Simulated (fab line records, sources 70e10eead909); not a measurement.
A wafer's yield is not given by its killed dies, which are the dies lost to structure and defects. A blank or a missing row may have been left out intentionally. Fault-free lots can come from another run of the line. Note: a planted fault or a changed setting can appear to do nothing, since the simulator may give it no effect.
The tool behind it: which one? | flow nandHarc | 39 wafers from 13 lots sampled at 4 of the route's 1159 steps

## WHAT THE GAUGES SHOWED, per wafer
No reading from a measuring or inspecting step in the record can be judged against a usual standard deviation.

## TOOL THAT RAN EACH LOT (tool first, then ch and the chambers of the sampled wafers, then the start)
lot  | NHARC_A_STAIRCASE_ETCHBACK_416               | NHARC_A_STAIRCASE_STRIP_476       | NHARC_A_STAIRCASE_DEP_325       | NHARC_A_STAIRCASE_STRIP_447
L807 | rieDiel-08 ch 1,2,3, day 12 15:23 or earlier | rieDiel-08 ch 0,1,2, day 12 15:23 | pecvd-01 ch 1,2, day 13 15:52   | wetBench-01 ch 1,2,3, day 14 05:36
L809 | rieDiel-11 ch 1,2,3, day 13 12:23 or earlier | rieDiel-11 ch 1,2,3, day 13 12:23 | pecvd-03 ch 0,1,2, day 14 21:31 | wetBench-02 ch 3,4,6, day 15 10:52
L812 | rieDiel-08 ch 0,3, day 14 12:26 or earlier   | rieDiel-08 ch 0,1, day 14 12:26   | pecvd-01 ch 0,2, day 15 16:24   | wetBench-04 ch 0,2,7, day 16 04:22
L813 | rieDiel-12 ch 0,3, day 14 14:02 or earlier   | rieDiel-12 ch 0,2,3, day 14 14:02 | pecvd-04 ch 0,2, day 15 16:19   | wetBench-01 ch 2,5,6, day 16 05:47
L814 | rieDiel-12 ch 0,3, day 14 15:54 or earlier   | rieDiel-12 ch 0,3, day 14 15:54   | pecvd-03 ch 0,2, day 15 22:19   | wetBench-02 ch 3,4,5, day 16 09:35
L823 | rieDiel-12 ch 0,1,3, day 16 16:04 or earlier | rieDiel-12 ch 0,1,3, day 16 16:04 | pecvd-01 ch 0,2, day 17 15:40   | wetBench-02 ch 2,3,5, day 18 02:18
L824 | rieDiel-12 ch 0,3, day 17 08:41 or earlier   | rieDiel-12 ch 0,1,2, day 17 08:41 | pecvd-03 ch 0,1,2, day 18 12:26 | wetBench-01 ch 4,5,6, day 19 00:31
L822 | rieDiel-12 ch 0,2,3, day 17 13:43 or earlier | rieDiel-12 ch 0,1,3, day 17 13:43 | pecvd-04 ch 0,1, day 18 12:17   | wetBench-04 ch 0,2,4, day 19 00:19
L826 | rieDiel-12 ch 1,2,3, day 17 18:44 or earlier | rieDiel-12 ch 1,2,3, day 17 18:44 | pecvd-01 ch 0,1,2, day 19 01:59 | wetBench-04 ch 2,6,7, day 19 12:37
L827 | rieDiel-11 ch 1,2, day 17 21:25 or earlier   | rieDiel-11 ch 0,1,2, day 17 21:25 | pecvd-03 ch 0,1, day 19 02:00   | wetBench-02 ch 0,1,2, day 19 12:47
L825 | rieDiel-08 ch 1,2,3, day 17 23:14 or earlier | rieDiel-08 ch 0,2,3, day 17 23:14 | pecvd-04 ch 0,2, day 19 02:11   | wetBench-01 ch 1,3,5, day 19 13:04
L828 | rieDiel-08 ch 0,1,2, day 18 03:45 or earlier | rieDiel-08 ch 0,2,3, day 18 03:45 | pecvd-01 ch 1,2, day 19 12:38   | wetBench-02 ch 1,2,5, day 20 00:58
L829 | rieDiel-08 ch 2,3, day 18 13:16 or earlier   | rieDiel-08 ch 2,3, day 18 13:16   | pecvd-03 ch 1,2, day 19 12:56   | wetBench-01 ch 0,5,7, day 20 00:24
- NHARC_A_STAIRCASE_ETCHBACK_416: etches the open film in C4F8/O2/Ar, target depth 36 nm, time 7.2 s.
- NHARC_A_STAIRCASE_STRIP_476: strips in O2, time 20 s.
- NHARC_A_STAIRCASE_DEP_325: deposits SiO2, target thk 3800 nm.
- NHARC_A_STAIRCASE_STRIP_447: strips in SPM, time 900 s.

## WHAT THE TOOLS THEMSELVES READ (means of the sampled wafers that have a number; where no wafer has one, the mark that the record gives instead)
NHARC_A_STAIRCASE_ETCHBACK_416. Usual: oesProductAu 0.935 a.u., standard deviation 0.028; rfVppV 723 V, standard deviation 4.8.
lot  | tool       | oesProductAu (a.u.) | rfVppV (V) | flag
L807 | rieDiel-08 | 0.931               | 725        | 
L809 | rieDiel-11 | 0.919               | 720        | 
L812 | rieDiel-08 | 0.919               | 727        | 
L813 | rieDiel-12 | 0.924               | 722        | 
L814 | rieDiel-12 | 0.924               | 724        | 
L823 | rieDiel-12 | 0.923               | 725        | 
L824 | rieDiel-12 | 0.997               | 721        | 
L822 | rieDiel-12 | 0.923               | 721        | 
L826 | rieDiel-12 | 0.928               | 724        | 
L827 | rieDiel-11 | 0.929               | 721        | 
L825 | rieDiel-08 | 0.931               | 723        | 
L828 | rieDiel-08 | 0.923               | 728        | 
L829 | rieDiel-08 | 0.930               | 722        | 

NHARC_A_STAIRCASE_STRIP_476. Usual: chamberPressureMTorr 60.00 mTorr, standard deviation 0.052; drypumpMotorCurrentA 5.7 A, standard deviation 0.55; oesProductAu 0.997 a.u., standard deviation 0.0075; rfVppV 57.8 V, standard deviation 0.94; showerheadPlenumPTorr 3.51 Torr, standard deviation 0.17; throttleValvePct 17.036 %, standard deviation 0.0098.
lot  | tool       | chamberPressureMTorr (mTorr) | drypumpMotorCurrentA (A) | oesProductAu (a.u.) | rfVppV (V) | showerheadPlenumPTorr (Torr) | throttleValvePct (%) | flag
L807 | rieDiel-08 | 60.00                        | 5.3                      | 0.999               | 57.7       | 3.54                         | 17.034               | 
L809 | rieDiel-11 | 59.99                        | 5.8                      | 0.994               | 57.4       | 3.43                         | 17.035               | 
L812 | rieDiel-08 | 59.99                        | 5.6                      | 1.008               | 58.8       | 3.75                         | 17.038               | 
L813 | rieDiel-12 | 60.02                        | 5.9                      | 0.993               | 58.0       | 3.45                         | 17.023               | 
L814 | rieDiel-12 | 60.02                        | 6.3                      | 0.988               | 58.2       | 3.49                         | 17.038               | 
L823 | rieDiel-12 | 59.94                        | 6.2                      | 0.994               | 58.3       | 3.57                         | 17.036               | 
L824 | rieDiel-12 | 59.99                        | 5.9                      | 0.997               | 58.2       | 3.45                         | 17.035               | 
L822 | rieDiel-12 | 60.06                        | 6.2                      | 0.995               | 57.2       | 3.57                         | 17.025               | 
L826 | rieDiel-12 | 59.97                        | 5.8                      | 1.006               | 57.7       | 3.54                         | 17.031               | 
L827 | rieDiel-11 | 60.02                        | 6.2                      | 0.996               | 57.4       | 3.40                         | 17.040               | 
L825 | rieDiel-08 | 60.09                        | 5.2                      | 1.002               | 58.2       | 3.62                         | 17.041               | 
L828 | rieDiel-08 | 59.99                        | 5.2                      | 1.002               | 57.2       | 3.62                         | 17.033               | 
L829 | rieDiel-08 | 59.99                        | 5.0                      | 1.002               | 57.9       | 3.48                         | 17.039               | 

NHARC_A_STAIRCASE_DEP_325. Usual: heaterPowerW 671 W, standard deviation 110; susceptorTempC 400.05 C, standard deviation 0.24.
lot  | tool     | heaterPowerW (W) | susceptorTempC (C) | flag
L807 | pecvd-01 | 679              | 399.87             | 
L809 | pecvd-03 | 696              | 400.06             | 
L812 | pecvd-01 | 702              | 400.23             | 
L813 | pecvd-04 | 563              | 399.88             | 
L814 | pecvd-03 | 735              | 399.89             | 
L823 | pecvd-01 | 727              | 400.25             | 
L824 | pecvd-03 | 668              | 399.77             | 
L822 | pecvd-04 | 582              | 400.14             | 
L826 | pecvd-01 | 758              | 399.98             | 
L827 | pecvd-03 | 666              | 399.94             | 
L825 | pecvd-04 | 642              | 400.18             | 
L828 | pecvd-01 | 706              | 400.00             | 
L829 | pecvd-03 | 751              | 399.86             | 

NHARC_A_STAIRCASE_STRIP_447. Usual: bathGuardTempC 130.0 C, standard deviation 0.61; bathHeatDutyPct 14.9 %, standard deviation 1.3.
lot  | tool        | bathGuardTempC (C) | bathHeatDutyPct (%) | flag
L807 | wetBench-01 | 129.9              | 16.2                | 
L809 | wetBench-02 | 130.4              | 15.3                | 
L812 | wetBench-04 | -                  | -                   | OFF
L813 | wetBench-01 | -                  | -                   | OFF
L814 | wetBench-02 | 129.5              | 15.1                | 
L823 | wetBench-02 | 129.9              | 15.1                | 
L824 | wetBench-01 | 130.5              | 13.6                | 
L822 | wetBench-04 | 130.2              | 15.9                | 
L826 | wetBench-04 | 129.9              | 14.0                | 
L827 | wetBench-02 | 129.6              | 15.5                | 
L825 | wetBench-01 | 130.2              | 14.6                | 
L828 | wetBench-02 | 129.6              | 15.4                | 
L829 | wetBench-01 | 129.8              | 12.6                | 

## THE ANSWER, worked out from the rows above alone
Rule: a lot counts as off when the mean over its wafers that have a number is more than 3 standard deviations away from the usual mean. A lot without any number at a reading at which 4 lots or more have one is off too. Any other lot the step has rows for is counted as sound. The gauges are gone through in route order, then the tools' own readings, and for those a lot's mean is taken as printed above. The first step at which some lot is off is used, and at that step the reading that is off furthest; a lot without a number counts as furthest.
Off, at NHARC_A_STAIRCASE_STRIP_447 on bathGuardTempC: L812, L813. Without a number there: L812, L813.
A tool fits if, at that step or a process step before it, it ran every lot that is off, and no sound lot after the first of them. NHARC_A_STAIRCASE_ETCHBACK_416 gives no start for some lots, so the hours and the order of its lots are those of NHARC_A_STAIRCASE_STRIP_476. Of those tried, none fits.

## WHAT THE SIMULATOR PUT IN
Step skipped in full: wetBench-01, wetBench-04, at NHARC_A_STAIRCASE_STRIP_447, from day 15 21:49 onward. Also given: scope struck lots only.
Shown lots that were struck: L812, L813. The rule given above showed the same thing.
